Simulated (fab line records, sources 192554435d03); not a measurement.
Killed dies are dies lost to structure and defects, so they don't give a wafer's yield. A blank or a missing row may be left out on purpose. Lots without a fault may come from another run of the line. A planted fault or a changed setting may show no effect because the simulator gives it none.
fab line records | flow n5_finfet
record lots=4 wafers=12 last_day=19
route steps=1938 shown MOL_CONTACT_COAG@552 BEOL_M4@1111 PASSIVATION@1936
lots that met no fault: from a run of the same line without faults
start_h: hours from the record's first day to the start of the lot's first wafer shown | wait_h: hours since the lot's step before | " the same as in the row above | L1.1+2: a row that stands for several wafers | - no value, or no start given | * or withheld: withheld | < > ~ a bound
route shown NAME@n: a module of which the file shows steps, and the number in the route of the first | usual: mean/standard deviation of fault-free wafers | same: alike in all rows | chamber/n: place in a boat | sites: the reading at each site | _std_site: their standard deviation | _edge_site: outer sites' mean less inner sites' | radius_mm: how far each site lies from the wafer's centre | mask NAME#n: copy n | behind: the tool/chamber that last shaped the wafer | hold: why the lot was held/for how many hours/how that ended | device: the transistor (n, p or np) that didn't switch | end of line: the same wafers' tests at the end of the route | a step without rows: its recipe alone | killed: dies lost to structure and defects at the first sort, not the wafer's yield | map: a wafer's dies, x killed, . not, _ none there
set.NAME: the setting as run; set.NAME@STEP: as run at that earlier step | model.NAME: the simulator's own value behind a step, which no gauge read
lots at some steps of the route; a table a step, a row a wafer
services: from which hour (start_h, from the record's first day; less than 0 if before it) a tool's chamber was out of use, for how many hours, and why
## steps
# step N5_MOL_CONTACT_COAG_PRECLEAN_125
# recipe chemistry=DIW time_s=57.5 temp_c=23
# step N5_MOL_CONTACT_COAG_SRD_126
# recipe dry_time_s=32 dry=n2_spin spin_rpm=1500
# step N5_MOL_CONTACT_COAG_CMP_23
# recipe stop_on=SiO2 t_overpolish_s=1.5 post_cmp_clean=cu_alkaline down_force_psi=2 platen_rpm=50.289 pad_velocity_m_s=1.0006 target_thk_nm=0
# step N5_MOL_CONTACT_COAG_WET_ETCH_26
# recipe target=Co target_depth_nm=13
# step N5_MOL_CONTACT_COAG_WET_ETCH_116
# recipe chemistry=SC1-inhibited target_depth_nm=4.6 dry=ipa_marangoni rinse_time_s=30 rinse_temp_c=23
# step N5_MOL_CONTACT_COAG_ALD_27
# recipe material=SiOC target_thk_a=170 temp_c=400 ald_precursor_family=carbosiloxane ald_co_reactant=H2-plasma pulse_time_s=1.5 time_s=2720 purge_time_s=2 co_reactant_purge_time_s=2 ald_cycles=340 pressure_torr=2
# step N5_MOL_CONTACT_COAG_CMP_28
# recipe stop_on=SiNx t_overpolish_s=0.85 post_cmp_clean=alkaline_brush down_force_psi=4.15 platen_rpm=51.8 pad_velocity_m_s=1.0307 target_thk_nm=14.522
# step N5_MOL_CONTACT_COAG_ALD_123
# recipe material=SiNx target_thk_a=50 temp_c=400 ald_precursor_family=SiH2I2 ald_co_reactant=N2/H2-plasma pulse_time_s=1 purge_time_s=2 co_reactant_purge_time_s=2 ald_cycles=100 pressure_torr=2
# step N5_MOL_CONTACT_COAG_PECVD_31
# recipe material=SiO2 target_thk_a=460 temp_c=400 precursor=TEOS/O2 pressure_torr=6.5 rf_w=withheld teos_flow_sccm=withheld gas=O2 flow_sccm=2650 time_s=8.9
# step N5_MOL_CONTACT_COAG_COAT_75
# recipe resist=SOC temp_c=250 time_s=60 spin_rpm=1500 resist_thk_nm=60
# usual dispense_pressure_kPa=52.1/2.4 spin_speed_rpm=1500.1/1.1
# same time_s=60
# columns lot.wafer tool chamber start_h wait_h dispense_pressure_kPa spin_speed_rpm model.SOC_of_MOL_CONTACT_COAG_COAT_75.thk_nm
L328.3 litho_track-04 0 147.47 0.0 49.7 1500.3 60
L328.4 " 0 " " 49.7 1501.4 59.8
L328.6 " 0 " " 49.7 1501.0 60
L332.4 litho_track-04 0 162.35 0.5 49.7 1565.8 58.4
L332.5 " 0 " " 49.6 1565.4 58.4
L332.6 " 0 " " 49.6 1565.4 58.6
L334.1 litho_track-04 0 175.73 0.0 49.6 1563.8 58.8
L334.4 " 0 " " 49.6 1565.2 58.8
L334.6 " 0 " " 49.6 1562.5 58.6
L337.1 litho_track-01 0 189.30 0.0 54.8 1499.8 60.2
L337.3 " 0 " " 54.8 1501.4 60.2
L337.6 " 0 " " 54.9 1498.2 60
# step N5_MOL_CONTACT_COAG_COAT_76
# recipe resist=SiARC temp_c=220 time_s=60 spin_rpm=1500 resist_thk_nm=10
# step N5_MOL_CONTACT_COAG_COAT_77
# recipe resist=underlayer temp_c=205 time_s=60 spin_rpm=1500 resist_thk_nm=10
# step N5_MOL_CONTACT_COAG_COAT_78
# recipe resist=CAR-EUV spin_rpm=1500 resist_thk_nm=40
# step N5_MOL_CONTACT_COAG_EBR_80
# recipe solvent=PGMEA ebr_width_mm=1.5
# step N5_MOL_CONTACT_COAG_SOFTBAKE_79
# recipe temp_c=110 time_s=60 resist=CAR-EUV
# step N5_MOL_CONTACT_COAG_EXPOSE_81
# recipe mask_id=VG na=0.33 source_shape=annular sigma_inner=0.3 sigma_outer=0.7 polarization=unpolarized defocus_nm=0 dose_mj=59.5
# step N5_MOL_CONTACT_COAG_PEB_82
# recipe peb_temp_c=100 peb_time_s=60 resist=CAR-EUV
# step N5_MOL_CONTACT_COAG_DEVELOP_83
# recipe develop_time_s=30 developer=TMAH resist=CAR-EUV rinse_liquid=surfactant_rinse dry=air_spin dev_temp_c=23
# step N5_MOL_CONTACT_COAG_DESCUM_88
# recipe chemistry=O2 time_s=7 source_power_w=50 bias_power_w=20 pressure_mtorr=20 rf_frequency_hz=2.712e+07 temp_c=40 resist=CAR-EUV o2_flow_sccm=225
# step N5_MOL_CONTACT_COAG_ETCH_89
# recipe chemistry=N2/H2 target=underlayer target_depth_a=130 mask_material=CAR-EUV time_s=10.4 ion_energy_ev=200 pressure_mtorr=30 source_w=840 bias_w=150 n2_flow_sccm=200 h2_flow_sccm=200 ends=cleared
# step N5_MOL_CONTACT_COAG_ETCH_90
# recipe chemistry=CF4 target=SiARC target_depth_a=130 mask_material=CAR-EUV time_s=21.7 ion_energy_ev=80 pressure_mtorr=40 source_w=545 bias_w=36 Ar_flow_sccm=100 cf4_flow_sccm=100 ends=cleared
# step N5_MOL_CONTACT_COAG_ALD_131
# recipe material=SiO2 target_thk_a=50 temp_c=100 ald_precursor_family=BDEAS ald_co_reactant=O2-plasma pulse_time_s=1 co_reactant_pulse_time_s=1 purge_time_s=2 co_reactant_purge_time_s=2 ald_cycles=35 pressure_torr=2
# step N5_MOL_CONTACT_COAG_ETCHBACK_132
# recipe chemistry=CHF3 target=SiO2 target_depth_a=100 time_s=6.7 ion_energy_ev=200 pressure_mtorr=30 source_w=610 bias_w=170 Ar_flow_sccm=200 CHF3_flow_sccm=50
# step N5_MOL_CONTACT_COAG_ETCH_91
# recipe chemistry=N2/H2 target=SOC target_depth_a=600 overetch_a=210 mask_material=SiARC temp_c=40 time_s=101.2 ion_energy_ev=200 pressure_mtorr=30 source_w=840 bias_w=150 n2_flow_sccm=200 h2_flow_sccm=200
# usual drypump_motor_current_A=5.6/0.53 oes_product_au=0.65/0.064 rf_vpp_V=523.8/2 showerhead_plenum_p_Torr=2.54/0.077 throttle_valve_pct=17.63/0.21
# same time_s=101.2
# columns lot.wafer tool chamber start_h wait_h drypump_motor_current_A oes_product_au rf_hours_counter_h rf_vpp_V showerhead_plenum_p_Torr throttle_valve_pct model.etch.depth_nm
L328.3 rie_diel-04 3 148.49 0.0 6.6 0.61 199 525.7 2.61 17.53 60.03
L328.4 " 1 " " 6.3 0.76 23 524.0 2.61 17.90 59.85
L328.6 " 0 " " 5.8 0.58 - 523.4 2.49 17.53 59.92
L332.4 rie_diel-01 2 163.55 0.0 5.2 0.59 224 519.9 2.40 17.51 58.47
L332.5 " 2 " " 5.3 0.58 - 520.1 2.40 17.52 58.38
L332.6 " 1 " " 5.1 0.61 - 526.9 2.70 18.03 58.57
L334.1 rie_diel-01 0 176.77 0.0 5.5 0.59 188 524.1 2.53 17.86 58.78
L334.4 " 3 " " 5.6 0.71 56 520.1 2.50 17.46 58.87
L334.6 " 1 " " 5.1 0.62 - 526.3 2.69 18.04 58.65
L337.1 rie_diel-04 2 190.23 0.0 4.9 0.63 144 523.8 2.55 17.46 60.12
L337.3 " 3 " " 6.5 0.60 211 526.8 2.61 17.58 60.16
L337.6 " 0 " " 5.8 0.57 - 522.6 2.48 17.54 60.01
# step N5_MOL_CONTACT_COAG_STRIP_92
# recipe chemistry=N2/H2 temp_c=40 n2_flow_sccm=200 h2_flow_sccm=200 rf_frequency_hz=6e+07
# step N5_MOL_CONTACT_COAG_STRIP_93
# recipe chemistry=N2/H2 temp_c=40 n2_flow_sccm=200 h2_flow_sccm=200 rf_frequency_hz=6e+07
# step N5_MOL_CONTACT_COAG_ETCHBACK_135
# recipe chemistry=CHF3 target=SiO2 target_depth_a=250 time_s=16.7 ion_energy_ev=200 pressure_mtorr=30 source_w=610 bias_w=170 Ar_flow_sccm=200 CHF3_flow_sccm=50
# step N5_MOL_CONTACT_COAG_STRIP_118
# recipe chemistry=CHF3 resist=SiARC rf_frequency_hz=6e+07
# step N5_MOL_CONTACT_COAG_VIA_ETCH_46
# recipe chemistry=C4F6/O2 target_depth_a=460 overetch_a=92 mask_material=SOC target=SiO2 bias_w=455 pressure_mtorr=10 time_s=40 source_w=325 Ar_flow_sccm=300 C4F6_flow_sccm=10 O2_flow_sccm=10 ion_energy_ev=575.3 ends=end_point
# usual O2_flow_sccm=10.00/0.034 drypump_motor_current_A=5.6/0.53 oes_f_703_au=0.77/0.08 oes_o_777_au=0.77/0.081 oes_product_au=0.69/0.068 rf_vpp_V=1592/45 showerhead_plenum_p_Torr=2.85/0.068 throttle_valve_pct=40.6/0.4
# columns lot.wafer tool chamber start_h wait_h O2_flow_sccm drypump_motor_current_A oes_f_703_au oes_o_777_au oes_product_au rf_hours_counter_h rf_vpp_V showerhead_plenum_p_Torr throttle_valve_pct model.SOC_of_MOL_CONTACT_COAG_COAT_75.thk_nm
L328.3 rie_diel-04 3 148.62 0.0 9.96 6.6 0.75 0.76 0.64 199 1511 2.91 39.8 50.8
L328.4 " 1 " " 9.99 6.4 0.88 0.85 0.81 23 1649 2.91 41.0 50.6
L328.6 " 0 " " 10.04 5.8 0.68 0.68 0.63 - 1602 2.85 40.6 50.8
L332.4 rie_diel-01 2 163.67 0.0 10.04 5.2 0.72 0.74 0.64 225 1587 2.72 40.9 49
L332.5 " 2 " " 10.04 5.3 0.73 0.73 0.64 - 1588 2.72 40.9 49
L332.6 " 1 " " 10.06 5.1 0.76 0.76 0.66 - 1610 2.96 40.8 49.4
L334.1 rie_diel-01 0 176.90 0.0 9.98 5.5 0.69 0.70 0.65 188 1628 2.84 41.0 49.6
L334.4 " 3 " " 9.94 5.6 0.91 0.92 0.77 56 1531 2.76 40.0 49.8
L334.6 " 1 " " 9.94 5.1 0.75 0.76 0.67 - 1611 2.96 40.8 49.4
L337.1 rie_diel-04 2 190.35 0.0 9.99 4.9 0.69 0.68 0.67 144 1640 2.86 40.7 51.4
L337.3 " 3 " " 10.00 6.6 0.74 0.75 0.63 211 1510 2.90 39.8 50.8
L337.6 " 0 " " 10.00 5.7 0.68 0.67 0.61 - 1600 2.84 40.6 51
# step N5_MOL_CONTACT_COAG_STRIP_96
# recipe chemistry=N2/H2 power_w=500 temp_c=40 pressure_mtorr=50 rf_frequency_hz=6e+07 overash_fraction=0.3 bias_power_w=28 h2_frac=0.5 n2_flow_sccm=300 h2_flow_sccm=300
# step N5_BEOL_M4_RC_MEAS_101
# usual DIBL_N=37.1/2.6 DIBL_P=38/3 IOFF_N=0.18/0.052 IOFF_P=0.25/0.06 ION_N=678/15 ION_P=467/8.6 SS_N=71.7/0.73 SS_P=73.7/0.89 VT_N=249/4.3 VT_P=-248/3.8
# columns lot.wafer tool chamber start_h wait_h DIBL_N[mV/V] DIBL_P[mV/V] IOFF_N[nA/um] IOFF_P[nA/um] ION_N[uA/um] ION_P[uA/um] SS_N[mV/dec] SS_P[mV/dec] VT_N[mV] VT_P[mV]
L328.3 prober-02 0 266.20 0.4 35.1 36 0.14 0.20 670 463 71.1 73.1 252 -251
L328.4 " 0 " " 36.2 39 0.16 0.25 681 474 71.8 74.2 249 -246
L328.6 " 0 " " 37.4 40 0.19 0.27 681 474 71.6 74.0 248 -245
L332.4 prober-02 0 294.82 0.5 28.1 29 0.07 0.12 629 443 69.9 71.6 261 -260
L332.5 " 0 " " 37.7 40 0.20 0.28 686 476 71.9 74.0 246 -247
L332.6 " 0 " " 33.8 34 0.12 0.16 644 448 71.4 72.5 255 -254
L334.1 prober-02 0 323.11 0.0 34.0 32 0.11 0.16 657 450 71.3 73.2 256 -255
L334.4 " 0 " " 35.6 33 0.13 0.18 667 457 72.0 73.3 253 -254
L334.6 " 0 " " 38.1 36 0.18 0.21 687 464 72.2 73.5 251 -254
L337.1 prober-01 0 342.43 0.0 41.6 44 0.31 0.41 703 482 73.3 74.6 241 -237
L337.3 " 0 " " 40.9 43 0.27 0.40 697 481 73.0 75.1 242 -242
L337.6 " 0 " " 41.4 44 0.28 0.44 696 476 72.5 75.9 242 -240
# step N5_PASSIVATION_PROBE_49
# usual defect_limited_yield=91.4/1.4 killed_at_M0_to_M3=34/9.1 killed_at_M4_up=14/5.2 killed_at_contacts=12/6.4 killed_at_front_end=38/11 killed_at_other=3.7/2.8 killed_dies=102/17 killed_open=68/13 killed_short=32/7.8 sort_bin_4_leakage=0.05/0.3 sort_bin_5_function=5.1/1 sort_bin_6_memory=3.2/0.66 sort_bin_8_speed=0.1/0.92 sort_n_pass=1076/19 sort_yield_pct=91.2/1.6
# same gross_dies=1180 killed_at_back_side=0
# columns lot.wafer tool chamber start_h wait_h defect_limited_yield[%] killed_at_M0_to_M3 killed_at_M4_up killed_at_contacts killed_at_front_end killed_at_other killed_dies killed_open killed_short sort_bin_4_leakage[%] sort_bin_5_function[%] sort_bin_6_memory[%] sort_bin_8_speed[%] sort_n_pass sort_yield_pct[%]
L328.3 prober-02 - 369.62 0.1 91.4 43 11 17 26 4 101 66 34 0 4.3 4.0 0 1079 91.4
L328.4 prober-02 - 369.67 0.2 93.0 32 14 8 28 1 83 58 25 0 4.3 2.5 0 1097 93.0
L328.6 prober-02 - 369.77 0.3 89.7 63 19 11 28 1 122 77 43 0 6.8 3.2 0 1058 89.7
L334.1 prober-02 - 432.04 0.0 91.4 33 14 12 41 1 101 68 32 0 4.7 3.8 0 1079 91.4
L334.4 prober-02 - 432.19 0.2 91.1 38 10 14 37 6 105 63 38 0 5.3 3.6 0 1075 91.1
L334.6 prober-02 - 432.29 0.3 93.1 30 11 4 31 6 82 51 29 0 4.2 2.5 0 1098 93.1
# killed by level:class
L328.3 BEOL_M0_SAQP:geometric_particle:short=13 MOL_CONTACT_COAG:geometric_particle:open=12 STI_FIN_REVEAL:geometric_particle:open=11 BEOL_M2:geometric_particle:open=10 BEOL_M0_SAQP:geometric_particle:open=9 MOL_CONTACT_COAG:geometric_particle:short=5 GATE_CUT:geometric_particle:open=4 BEOL_M3:geometric_particle:open=4
L328.4 BEOL_M2:geometric_particle:open=10 STI_FIN_REVEAL:geometric_particle:open=8 MOL_CONTACT_COAG:geometric_particle:open=7 BEOL_M5:geometric_particle:open=6 FIN_SAQP:geometric_particle:short=5 BEOL_M3:geometric_particle:open=5 BEOL_M0_SAQP:geometric_particle:short=5 GATE_CUT:geometric_particle:short=3
L328.6 BEOL_M1:geometric_particle:open=15 BEOL_M0_SAQP:geometric_particle:short=14 MOL_CONTACT_COAG:geometric_particle:open=10 BEOL_M2:geometric_particle:open=10 BEOL_M0_SAQP:geometric_particle:open=9 GATE_CUT:geometric_particle:short=6 BEOL_M3:geometric_particle:open=6 BEOL_M5:geometric_particle:open=5
L334.1 FIN_SAQP:geometric_particle:open=9 BEOL_M2:geometric_particle:open=9 STI_FIN_REVEAL:geometric_particle:open=8 MOL_CONTACT_COAG:geometric_particle:open=8 DUMMY_GATE:geometric_particle:open=7 FIN_SAQP:geometric_particle:short=6 BEOL_M0_SAQP:geometric_particle:open=6 BEOL_M4:geometric_particle:open=6
L334.4 MOL_CONTACT_COAG:geometric_particle:open=12 BEOL_M0_SAQP:geometric_particle:short=9 BEOL_M0_SAQP:geometric_particle:open=7 BEOL_M1:geometric_particle:open=7 FIN_SAQP:geometric_particle:short=6 BEOL_M2:geometric_particle:open=6 STI_FIN_REVEAL:geometric_particle:open=5 BEOL_M3:geometric_particle:open=5
L334.6 BEOL_M0_SAQP:geometric_particle:open=7 BEOL_M0_SAQP:geometric_particle:short=7 DUMMY_GATE:geometric_particle:open=6 BEOL_M1:geometric_particle:open=5 FIN_SAQP:geometric_particle:open=4 BEOL_M2:geometric_particle:open=4 STI_FIN_REVEAL:geometric_particle:open=4 FIN_SAQP:geometric_particle:short=3
## services
# columns tool chamber start_h hours kind
rie_diel-01 - 123.84 1.0 repair
rie_diel-04 0 130.04 8.7 repair
rie_diel-01 - 147.93 0.5 repair
## key
first_sign step=N5_MOL_CONTACT_COAG_COAT_75 reading=spin_speed_rpm direction=up sigmas=60 usual=* struck=*
effect none on later readings
model_effect step=N5_MOL_CONTACT_COAG_COAT_75 value=SOC_of_MOL_CONTACT_COAG_COAT_75.thk_nm without=59.8 struck=58.6
model_effect step=N5_MOL_CONTACT_COAG_ETCH_91 value=etch.depth_nm without=59.84 struck=58.62
model_effect step=N5_MOL_CONTACT_COAG_VIA_ETCH_46 value=SOC_of_MOL_CONTACT_COAG_COAT_75.thk_nm without=50.6 struck=49.37
met_at N5_MOL_CONTACT_COAG_COAT_75
struck_wafers L332.4,L332.5,L332.6,L334.1,L334.4,L334.6
onset_between 147.47 162.35
fault kind=process_parameter_drift tool=litho_track-04 chamber=- onset_h=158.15 steps=N5_MOL_CONTACT_COAG_COAT_75 channel=spin_rpm offset=* shape=step end_h=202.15 acts_in=* stated=*
